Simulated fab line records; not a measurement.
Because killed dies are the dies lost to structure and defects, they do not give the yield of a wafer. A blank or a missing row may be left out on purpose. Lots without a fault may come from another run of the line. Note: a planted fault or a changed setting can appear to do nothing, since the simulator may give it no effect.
Split-lot trial + flow n5-finfet + on a route of 1938 steps: 7 lots, 21 wafers read

ABOUT THE SPLIT
At N5_BEOL_M0_SAQP_COAT_105 (time 60 s, resist thk 100 nm), the setting spin-rpm was moved away from the recipe's 1500 rpm on 9 of the 21 wafers read, by -8.9% to +11.1%. For the rest of the wafers, this setting stayed at what the recipe calls for.

FROM THE SPLIT TO THE READING: what the file shows between them, 1 step
- N5_BEOL_M0_SAQP_ETCH_106: etches SOC in N2/H2, stops on SiNx, target depth 150 nm

THE READING
SOC_of_BEOL_M0_SAQP_COAT_105.thk-nm (the simulator's own value, which no gauge read), in nm, at N5_BEOL_M0_SAQP_ETCH_107 (etches SiNx in CH3F/O2, target depth 30 nm). The file does not state a usual value for it. Here, 12 wafers ran the recipe; their average is 13.0 nm with a standard deviation of 1.5 nm.

| wafer  | tool, chamber at the split | spin-rpm as run, rpm | against the recipe | SOC_of_BEOL_M0_SAQP_COAT_105.thk-nm, nm | against lot-mates on the recipe |
|--------|----------------------------|----------------------|--------------------|-----------------------------------------|---------------------------------|
| L076.1 | litho-track-03, 0          | 1500                 | recipe             | 10.6                                    | -                               |
| L076.5 | litho-track-03, 0          | 1555                 | +3.7%              | 8.6                                     | -3.8                            |
| L076.6 | litho-track-03, 0          | 1500                 | recipe             | 14.2                                    | -                               |
| L080.4 | litho-track-03, 0          | 1660                 | +10.7%             | 8                                       | -3.0                            |
| L080.5 | litho-track-03, 0          | 1500                 | recipe             | 11                                      | -                               |
| L080.6 | litho-track-03, 0          | 1660                 | +10.7%             | 7.6                                     | -3.4                            |
| L082.3 | litho-track-05, 0          | 1609                 | +7.3%              | 11                                      | -3.4                            |
| L082.4 | litho-track-05, 0          | 1609                 | +7.3%              | 8.8                                     | -5.6                            |
| L082.6 | litho-track-05, 0          | 1500                 | recipe             | 14.4                                    | -                               |
| L083.3 | litho-track-04, 0          | 1500                 | recipe             | 14                                      | -                               |
| L083.4 | litho-track-04, 0          | 1666                 | +11.1%             | 7.8                                     | -5.9                            |
| L083.5 | litho-track-04, 0          | 1500                 | recipe             | 13.4                                    | -                               |
| L084.1 | litho-track-04, 0          | 1366                 | -8.9%              | 17                                      | +5.4                            |
| L084.3 | litho-track-04, 0          | 1366                 | -8.9%              | 18                                      | +6.4                            |
| L084.6 | litho-track-04, 0          | 1500                 | recipe             | 11.6                                    | -                               |
| L085.1 | litho-track-04, 0          | 1500                 | recipe             | 10.6                                    | -                               |
| L085.3 | litho-track-04, 0          | 1500                 | recipe             | 13.8                                    | -                               |
| L085.6 | litho-track-04, 0          | 1500                 | recipe             | 14.4                                    | -                               |
| L096.3 | litho-track-05, 0          | 1500                 | recipe             | 13.4                                    | -                               |
| L096.5 | litho-track-05, 0          | 1587                 | +5.8%              | 8                                       | -6.0                            |
| L096.6 | litho-track-05, 0          | 1500                 | recipe             | 14.6                                    | -                               |

FIT RESULTS
A straight line over all 21 wafers: SOC_of_BEOL_M0_SAQP_COAT_105.thk-nm changes by -0.504 nm for each +1% of spin-rpm; r = -0.88; the points scatter about the line by 1.5 nm.
The same after taking each lot's own level away (the mean of its wafers on the recipe; 21 wafers): -0.537 nm for each +1%; r = -0.89; scatter 1.6 nm.
That fit puts the effect of the largest move of spin-rpm on the reading at 5.9 nm.
The lots' own levels span 11.00 to 14.40 nm, that is 2.3 times the standard deviation above.
Consequently the slope shifts little with the lot-to-lot level, the two slopes agreeing.
Check: for one of the wafers moved furthest among these (+11.1%), held out of the fit, the line's prediction against its lot-mates is -5.87 nm. Against them it came out at -5.9 nm.

THE WHOLE CHAIN: every reading that the file lists as answering this split, in the file's order
| step                     | what it does                                            | reading                                                                              | change (the file's fit)               | r (the file's) |
|--------------------------|---------------------------------------------------------|--------------------------------------------------------------------------------------|---------------------------------------|----------------|
| N5_BEOL_M0_SAQP_COAT_105 | time 60 s, resist thk 100 nm                            | SOC_of_BEOL_M0_SAQP_COAT_105.thk-nm (the simulator's own value, which no gauge read) | -0.479 nm for each +1% of the setting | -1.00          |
| N5_BEOL_M0_SAQP_ETCH_106 | etches SOC in N2/H2, stops on SiNx, target depth 150 nm | SOC_of_BEOL_M0_SAQP_COAT_105.thk-nm (the simulator's own value, which no gauge read) | -0.552 nm for each +1% of the setting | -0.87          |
| N5_BEOL_M0_SAQP_ETCH_107 | etches SiNx in CH3F/O2, target depth 30 nm              | SOC_of_BEOL_M0_SAQP_COAT_105.thk-nm (the simulator's own value, which no gauge read) | -0.562 nm for each +1% of the setting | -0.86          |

THE FILE'S OWN FIT
SOC_of_BEOL_M0_SAQP_COAT_105.thk-nm changes by -0.562 nm for each +1% of spin-rpm, r = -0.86.
